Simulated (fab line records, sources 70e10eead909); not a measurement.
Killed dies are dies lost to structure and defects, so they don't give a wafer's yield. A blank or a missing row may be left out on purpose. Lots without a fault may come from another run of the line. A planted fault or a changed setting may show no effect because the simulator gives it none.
Which tool did it? | flow nand_harc | 12 lots, 36 wafers sampled, at 6 steps of a route of 1302

WHAT THE GAUGES READ, wafer by wafer
NHARC_P_M1_INSPECT_27. Usual: raw_defect_count 330, standard deviation 120.
lot  | measured     | on                | raw_defect_count | flag
L182 | day 6 06:35  | defect_inspect-01 | 458 447 269      |
L183 | day 6 21:56  | defect_inspect-02 | 257 224 271      |
L184 | day 7 16:20  | defect_inspect-02 | 337 345 286      |
L187 | day 8 14:15  | defect_inspect-01 | 518 282 269      |
L190 | day 9 20:36  | defect_inspect-02 | 285 347 314      |
L197 | day 12 12:29 | defect_inspect-02 | 359 392 388      |
L198 | day 13 02:25 | defect_inspect-02 | 196 194 157      |
L199 | day 13 11:50 | defect_inspect-02 | 419 457 415      |
L200 | day 13 18:13 | defect_inspect-02 | 301 296 477      |
L202 | day 14 09:45 | defect_inspect-02 | 294 396 399      |
L203 | day 14 22:02 | defect_inspect-02 | 287 240 227      |
L205 | day 16 00:33 | defect_inspect-02 | 279 419 459      |

NHARC_P_M2_THK_MEAS_24: measures by xrf. Usual: thk_nm 144.5 nm, standard deviation 1.2.
lot  | measured     | on            | thk_nm (nm)       | flag
L182 | day 6 10:37  | film_metro-02 | 146.1 144.3 144.6 |
L183 | day 7 02:17  | film_metro-01 | 143.7 142.9 144.5 |
L184 | day 7 20:28  | film_metro-01 | 143.3 144.0 143.5 |
L187 | day 8 18:18  | film_metro-01 | 145.1 144.4 137.9 |
L190 | day 10 00:43 | film_metro-02 | 146.4 145.1 138.1 |
L197 | day 12 16:28 | film_metro-01 | 145.9 145.6 144.6 |
L198 | day 13 06:28 | film_metro-02 | 145.4 145.8 144.3 |
L199 | day 13 15:46 | film_metro-02 | 143.7 144.9 143.1 |
L200 | day 13 22:11 | film_metro-02 | 144.5 144.5 141.2 |
L202 | day 14 13:37 | film_metro-02 | 142.3 145.7 144.1 |
L203 | day 15 02:11 | film_metro-01 | 144.3 143.4 140.9 |
L205 | day 16 04:39 | film_metro-01 | 145.0 143.4 143.6 |

NHARC_END_SORT_01. Usual: defect_limited_yield 91 %, standard deviation 3.4; killed_at_array 54, standard deviation 23; killed_at_other 1.2, standard deviation 1.5; killed_at_periphery 3.9, standard deviation 2.5; killed_dies 59, standard deviation 23; killed_open 3.2, standard deviation 1.7; killed_short 2.4, standard deviation 1.6; sort_bin_2_pct 3.0 %, standard deviation 1.4; sort_bin_3_pct 0.7 %, standard deviation 0.45; sort_bin_4_pct 5.0 %, standard deviation 1.9; sort_n_pass 618, standard deviation 23; sort_rim_yield_pct 92 %, standard deviation 3.8; sort_yield_pct 91 %, standard deviation 3.4.
lot  | measured     | on        | defect_limited_yield (%) | killed_at_array | killed_at_other | killed_at_periphery | killed_dies | killed_open | killed_short | sort_bin_2_pct (%) | sort_bin_3_pct (%) | sort_bin_4_pct (%) | sort_n_pass | sort_rim_yield_pct (%) | sort_yield_pct (%) | flag
L183 | day 24 21:56 | prober-02 | 91 90 89                 | 57 65 69        | 1 0 1           | 6 5 7               | 64 70 77    | 4 1 3       | 1 2 1        | 2.8 3.1 4.9        | 0.7 0.9 0.1        | 5.9 6.4 6.4        | 613 607 600 | 92 93 91               | 91 90 89           |

WHICH TOOL RAN EACH LOT (tool, then ch and the chambers of the sampled wafers, then the start)
lot  | NHARC_P_M0_CMP_23             | NHARC_P_M0_DEP_32               | NHARC_P_M2_CMP_23
L182 | cmp-01 ch 0,2,3, day 6 01:55  | pecvd-02 ch 0,1, day 6 02:32    | cmp-02 ch 0,1, day 6 10:20
L183 | cmp-03 ch 0,1,3, day 6 17:20  | pecvd-03 ch 0,1, day 6 17:57    | cmp-04 ch 0,2,3, day 7 01:59
L184 | cmp-01 ch 1,2,3, day 7 11:29  | pecvd-03 ch 0,1, day 7 12:08    | cmp-02 ch 0,1,3, day 7 20:13
L187 | cmp-01 ch 2,3, day 8 09:38    | pecvd-01 ch 0,1,2, day 8 10:15  | cmp-02 ch 2,3, day 8 17:59
L190 | cmp-01 ch 1,2,3, day 9 15:59  | pecvd-03 ch 0,1,2, day 9 16:36  | cmp-02 ch 0,2,3, day 10 00:25
L197 | cmp-02 ch 0,1, day 12 07:50   | pecvd-01 ch 1,2, day 12 08:28   | cmp-03 ch 0,1,3, day 12 16:13
L198 | cmp-02 ch 0,3, day 12 21:52   | pecvd-02 ch 0,2, day 12 22:29   | cmp-02 ch 1,2,3, day 13 06:10
L199 | cmp-01 ch 0,2,3, day 13 07:13 | pecvd-02 ch 0,1, day 13 07:49   | cmp-03 ch 0,1,2, day 13 15:26
L200 | cmp-01 ch 1,2,3, day 13 13:34 | pecvd-02 ch 0,1, day 13 14:13   | cmp-02 ch 0,2, day 13 21:53
L202 | cmp-02 ch 1,2,3, day 14 05:01 | pecvd-02 ch 0,1, day 14 05:41   | cmp-03 ch 0,1,2, day 14 13:18
L203 | cmp-01 ch 0,2,3, day 14 17:23 | pecvd-03 ch 0,1,2, day 14 17:58 | cmp-03 ch 0,1,3, day 15 01:52
L205 | cmp-03 ch 1,2,3, day 15 19:50 | pecvd-02 ch 0,2, day 15 20:29   | cmp-04 ch 0,1,2, day 16 04:23
- NHARC_P_M0_CMP_23: polishes, t overpolish 20 s, target thk 117.54 nm.
- NHARC_P_M0_DEP_32: deposits SiCN, target thk 30 nm.
- NHARC_P_M2_CMP_23: polishes, t overpolish 20 s, target thk 144.3 nm.

WHAT THE TOOLS THEMSELVES READ (means of the sampled wafers that have a number; where no wafer has one, the mark that the record gives instead)
NHARC_P_M0_CMP_23. Usual: edge_zone_pressure_frac 1.000, standard deviation 0.0048; motor_current_A 12.3 A, standard deviation 1.6; pad_life_wafers 198, standard deviation 110; time_to_endpoint_s 28.8 s, standard deviation 2.2.
lot  | tool   | edge_zone_pressure_frac | motor_current_A (A) | pad_life_wafers | time_to_endpoint_s (s) | flag
L182 | cmp-01 | 0.998                   | 13.3                | 109             | 29.5                   |
L183 | cmp-03 | 1.000                   | 11.4                | 277             | 29.4                   |
L184 | cmp-01 | 0.993                   | 13.9                | 254             | 25.6                   |
L187 | cmp-01 | 1.002                   | 14.6                | 336             | 29.3                   |
L190 | cmp-01 | 0.998                   | 13.9                | 91              | 29.2                   |
L197 | cmp-02 | 1.001                   | 11.8                | 110             | 27.0                   |
L198 | cmp-02 | 1.001                   | 13.1                | 162             | 29.3                   |
L199 | cmp-01 | 1.000                   | 13.3                | 44              | 26.3                   |
L200 | cmp-01 | 1.002                   | 14.5                | 61              | 26.0                   |
L202 | cmp-02 | 1.005                   | 12.2                | 266             | 27.1                   |
L203 | cmp-01 | 1.001                   | 13.2                | 176             | 25.3                   |
L205 | cmp-03 | 1.001                   | 11.4                | 374             | 26.5                   |

NHARC_P_M0_DEP_32. Usual: heater_power_w 576 W, standard deviation 63.
lot  | tool     | heater_power_w (W) | flag
L182 | pecvd-02 | 611                |
L183 | pecvd-03 | 551                |
L184 | pecvd-03 | 552                |
L187 | pecvd-01 | 605                |
L190 | pecvd-03 | 555                |
L197 | pecvd-01 | 552                |
L198 | pecvd-02 | 639                |
L199 | pecvd-02 | 551                |
L200 | pecvd-02 | 596                |
L202 | pecvd-02 | 591                |
L203 | pecvd-03 | 595                |
L205 | pecvd-02 | 577                |

NHARC_P_M2_CMP_23. Usual: edge_zone_pressure_frac 1.000, standard deviation 0.0046; motor_current_A 11.7 A, standard deviation 0.98; pad_life_wafers 177, standard deviation 97; time_to_endpoint_s 29.7 s, standard deviation 2.3.
lot  | tool   | edge_zone_pressure_frac | motor_current_A (A) | pad_life_wafers | time_to_endpoint_s (s) | flag
L182 | cmp-02 | 0.997                   | 11.4                | 302             | 28.1                   |
L183 | cmp-04 | 0.995                   | 11.7                | 134             | 29.4                   |
L184 | cmp-02 | 1.000                   | 12.4                | 62              | 26.5                   |
L187 | cmp-02 | 0.997                   | 12.8                | 122             | 26.0                   |
L190 | cmp-02 | 1.004                   | 12.3                | 193             | 26.2                   |
L197 | cmp-03 | 1.000                   | 11.6                | 86              | 29.2                   |
L198 | cmp-02 | 0.998                   | 12.0                | 193             | 29.0                   |
L199 | cmp-03 | 1.001                   | 11.8                | 182             | 29.4                   |
L200 | cmp-02 | 1.000                   | 10.8                | 248             | 29.1                   |
L202 | cmp-03 | 0.999                   | 11.6                | 283             | 28.4                   |
L203 | cmp-03 | 0.996                   | 11.6                | 332             | 31.6                   |
L205 | cmp-04 | 1.004                   | 12.2                | 248             | 28.0                   |

THE ANSWER, worked out from the rows above alone
Rule: a lot is off if the mean of its wafers that have a number lies more than 3 standard deviations from the usual mean. A lot without any number at a reading at which 4 lots or more have one is off too. The other lots that the step has rows for count as sound. The gauges are gone through in route order, then the tools' own readings, and for those a lot's mean is taken as printed above. The first step at which some lot is off is used, and at that step the reading that is off furthest; a lot without a number counts as furthest.
No lot is off at any reading shown: from this, nothing can be told.

WHAT THE SIMULATOR HAD PUT IN
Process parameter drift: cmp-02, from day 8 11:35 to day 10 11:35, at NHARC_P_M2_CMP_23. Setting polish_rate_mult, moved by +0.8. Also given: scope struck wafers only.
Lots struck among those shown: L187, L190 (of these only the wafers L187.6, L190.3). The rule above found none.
